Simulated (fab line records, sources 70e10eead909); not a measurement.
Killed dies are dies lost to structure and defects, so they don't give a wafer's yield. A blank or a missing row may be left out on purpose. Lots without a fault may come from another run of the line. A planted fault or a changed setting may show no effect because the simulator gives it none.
Problem report in the 8D (eight disciplines) form, filled by code | flow nand_harc | the parts of the form that need people (team, actions taken, sign-off) are left out

1. THE PROBLEM
run_length_s at NHARC_A_WL_FILL_ETCHBACK_26 reads a mean of 31.2 s on 6 wafers of 2 lots; wafers without a fault read 34.7 s with a standard deviation of 0.37. That is -9.3 standard deviations from the usual mean.
The step: etches the open film in HBr, target depth 52 nm, time 13.3 s.
First seen on wafer L831.1, day 27 02:16, on rie_si-06. The record holds 36 wafers of 12 lots with a number at this step. Rule for "out", or "out of limits": more than 4 standard deviations from the usual mean. The other wafers with a number count as sound.

2. WHAT IT IS AND WHAT IT IS NOT
question                    | is                     | is not
which readings at this step | run_length_s           | drypump_motor_current_A, hbr_flow_sccm, oes_product_au
which lots                  | L830, L831             | L819, L821, L823, L825, L826, L829, L837, L838, L839, L840
which wafers of those lots  | all that have a number | -
read on which tools         | rie_si-06              | rie_si-02, rie_si-05
when                        | from day 27 02:16      | up to then (18 sound wafers); but 12 sound wafers of L837, L838, L839, L840 came after

3. SUSPECTS, AND WHAT RULES EACH OUT
Counting: a tool at a process step up to the reading stays a suspect if it ran every lot that is out and no sound lot after the first of them.
- rie_si-06 at NHARC_A_WL_FILL_ETCHBACK_26 (etches the open film in HBr, target depth 52 nm, time 13.3 s): kept. It ran every lot that is out, first L831 (day 27 02:16), and no sound lot after that; its last sound lot up to then is L823 (day 24 00:25). Its own readings are out on those wafers: run_length_s.
Left after counting: rie_si-06 at NHARC_A_WL_FILL_ETCHBACK_26.

4. THE CAUSE (what the simulator had put in)
Process parameter drift: rie_si-06, from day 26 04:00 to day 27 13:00, at NHARC_A_WL_FILL_ETCHBACK_26. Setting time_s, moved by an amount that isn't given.
Counting left only this tool.

5. THE CHAIN OF EFFECTS, in route order
Each row: a reading whose mean over the struck wafers that have a number lies more than 3 standard deviations from the usual. Only readings for which the record gives a usual standard deviation are gone through. hours: the time from each lot's start at the first step in this table that gives one to its start at this step, as a median over the lots. sigmas: the change in usual standard deviations.
hours | step                        | reading      | usual  | on struck wafers | change | sigmas
0     | NHARC_A_WL_FILL_ETCHBACK_26 | run_length_s | 34.7 s | 31.2             | -3.5   | -9.3
The process steps in it:
- NHARC_A_WL_FILL_ETCHBACK_26: etches the open film in HBr, target depth 52 nm, time 13.3 s.
Later measuring or inspecting steps at which every struck wafer that the step has a row for has a number for every such reading, and none has moved that far: NHARC_END_SORT_01.

6. WHAT WOULD HAVE CAUGHT IT SOONER
In this record the first reading out of limits was taken at day 27 02:16, 22 hours after the fault began at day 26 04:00.
